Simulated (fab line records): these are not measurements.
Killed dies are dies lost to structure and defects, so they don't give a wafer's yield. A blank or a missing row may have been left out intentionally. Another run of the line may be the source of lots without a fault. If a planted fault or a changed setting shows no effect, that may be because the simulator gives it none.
Chamber matching :: flow n5_finfet :: pecvd-03 running N5_BEOL_M7_PECVD_70: 3 sister chambers
The step deposits SiO2 from TEOS/O2, target thk 20 nm, time 22.7 s. 14 wafers are shown with their chamber, then 7 later ones without.

## EACH WAFER AND ITS CHAMBER
wafer: L109.1
chamber: 1
throttle_valve_pct (%): 25.1
showerhead_plenum_p_Torr (Torr): 8.84
heater_power_w (W): 745

wafer: L109.3
chamber: 0
throttle_valve_pct (%): 22.5
showerhead_plenum_p_Torr (Torr): 8.79
heater_power_w (W): 542

wafer: L109.6
chamber: 2
throttle_valve_pct (%): 21.4
showerhead_plenum_p_Torr (Torr): 8.73
heater_power_w (W): 638

wafer: L114.2
chamber: 0
throttle_valve_pct (%): 22.6
showerhead_plenum_p_Torr (Torr): 8.80
heater_power_w (W): 577

wafer: L114.3
chamber: 1
throttle_valve_pct (%): 24.9
showerhead_plenum_p_Torr (Torr): 8.82
heater_power_w (W): 849

wafer: L114.4
chamber: 2
throttle_valve_pct (%): 21.5
showerhead_plenum_p_Torr (Torr): 8.75
heater_power_w (W): 679

wafer: L115.1
chamber: 1
throttle_valve_pct (%): 25.1
showerhead_plenum_p_Torr (Torr): 8.81
heater_power_w (W): 884

wafer: L115.3
chamber: 0
throttle_valve_pct (%): 23.0
showerhead_plenum_p_Torr (Torr): 8.80
heater_power_w (W): 574

wafer: L115.4
chamber: 2
throttle_valve_pct (%): 21.0
showerhead_plenum_p_Torr (Torr): 8.72
heater_power_w (W): 659

wafer: L118.1
chamber: 2
throttle_valve_pct (%): 21.2
showerhead_plenum_p_Torr (Torr): 8.72
heater_power_w (W): 720

wafer: L118.4
chamber: 2
throttle_valve_pct (%): 21.6
showerhead_plenum_p_Torr (Torr): 8.75
heater_power_w (W): 721

wafer: L118.5
chamber: 0
throttle_valve_pct (%): 22.7
showerhead_plenum_p_Torr (Torr): 8.78
heater_power_w (W): 518

wafer: L122.2
chamber: 2
throttle_valve_pct (%): 21.4
showerhead_plenum_p_Torr (Torr): 8.69
heater_power_w (W): 625

wafer: L122.3
chamber: 1
throttle_valve_pct (%): 25.0
showerhead_plenum_p_Torr (Torr): 8.84
heater_power_w (W): 768

SIGNATURES (averages over the wafers above)
reading: throttle_valve_pct
chamber 0: 22.700
chamber 1: 25.025
chamber 2: 21.350
scatter within a chamber: 0.191

reading: showerhead_plenum_p_Torr
chamber 0: 8.7925
chamber 1: 8.8275
chamber 2: 8.7267
scatter within a chamber: 0.0178

reading: heater_power_w
chamber 0: 552.75
chamber 1: 811.50
chamber 2: 673.67
scatter within a chamber: 46.3
Rule: a wafer's distance from a chamber is the root of the sum, over the readings, of the square of ((its reading less the chamber's mean) divided by the reading's scatter). If the next closest chamber is less than 2 further off than the closest, the wafer can't be placed; otherwise it belongs to the closest. How the scatter is found: for the shown wafers, subtract from each reading the mean of its chamber, square and add these, divide the total by (wafers less chambers), then take the root.

## WAFERS WITHOUT THEIR CHAMBER
wafer: L122.5
throttle_valve_pct (%): 21.3
showerhead_plenum_p_Torr (Torr): 8.72
heater_power_w (W): 637

wafer: L120.2
throttle_valve_pct (%): 22.6
showerhead_plenum_p_Torr (Torr): 8.79
heater_power_w (W): 510

wafer: L120.3
throttle_valve_pct (%): 21.2
showerhead_plenum_p_Torr (Torr): 8.71
heater_power_w (W): 734

wafer: L120.6
throttle_valve_pct (%): 21.6
showerhead_plenum_p_Torr (Torr): 8.72
heater_power_w (W): 730

wafer: L121.3
throttle_valve_pct (%): 22.8
showerhead_plenum_p_Torr (Torr): 8.78
heater_power_w (W): 619

wafer: L121.4
throttle_valve_pct (%): 21.6
showerhead_plenum_p_Torr (Torr): 8.73
heater_power_w (W): 721

wafer: L121.5
throttle_valve_pct (%): 22.8
showerhead_plenum_p_Torr (Torr): 8.78
heater_power_w (W): 627

## WHICH CHAMBER EACH ONE RAN IN
wafer: L122.5
from the rows above: 2
in truth: 2

wafer: L120.2
from the rows above: 0
in truth: 0

wafer: L120.3
from the rows above: 2
in truth: 2

wafer: L120.6
from the rows above: 2
in truth: 2

wafer: L121.3
from the rows above: 0
in truth: 0

wafer: L121.4
from the rows above: 2
in truth: 2

wafer: L121.5
from the rows above: 0
in truth: 0
Correctly placed: 7 of 7. Number that these rows cannot place: 0. Wrongly placed: 0.
